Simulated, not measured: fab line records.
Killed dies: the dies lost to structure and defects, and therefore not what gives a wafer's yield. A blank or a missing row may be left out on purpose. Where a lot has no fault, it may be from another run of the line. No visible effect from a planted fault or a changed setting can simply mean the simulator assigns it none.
Matching of chambers -- flow n5-finfet -- 4 sister chambers for N5_SD_EPI_N_ETCH_35 on rie-diel-05
The step etches SOC in N2/H2, overetch 108 nm, time 486 s. 8 wafers are shown with their chamber, then 8 later ones without.

== WAFERS WITH THEIR CHAMBER ==
wafer,chamber,showerhead-plenum-p-Torr (Torr),throttle-valve-pct (%)
L083.4,1,2.41,24.31
L085.3,1,2.41,24.30
L085.4,0,2.41,23.97
L085.6,3,2.62,23.91
L090.1,2,2.58,23.38
L090.2,0,2.40,23.97
L090.5,2,2.58,23.39
L091.2,3,2.61,23.72

== WAFERS WITHOUT THEIR CHAMBER ==
wafer,showerhead-plenum-p-Torr (Torr),throttle-valve-pct (%)
L091.3,2.40,24.34
L091.4,2.58,23.39
L094.1,2.61,23.70
L094.4,2.58,23.39
L094.6,2.61,23.72
L096.1,2.72,24.07
L096.3,2.61,23.72
L096.4,2.40,24.02

== WHICH CHAMBER EACH ONE RAN IN ==
wafer,from the rows above,in truth
L091.3,1,1
L091.4,2,2
L094.1,3,3
L094.4,2,2
L094.6,3,3
L096.1,3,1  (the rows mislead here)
L096.3,3,3
L096.4,0,0
7 of 8 placed correctly. Can't be placed from these rows: 0. 1 placed wrongly.
How it was worked out, from the rows above alone: a wafer's distance from a chamber is the root of the sum, over the readings, of the square of ((its reading less the chamber's mean) divided by the reading's scatter). The wafer belongs to the nearest chamber; if the next one is less than 2 further off, it can't be placed. The mean given for a chamber averages the wafers shown for that chamber. The scatter: take each reading less its chamber's mean, square it, sum over the shown wafers, divide by the number of wafers less the number of chambers, and take the root.
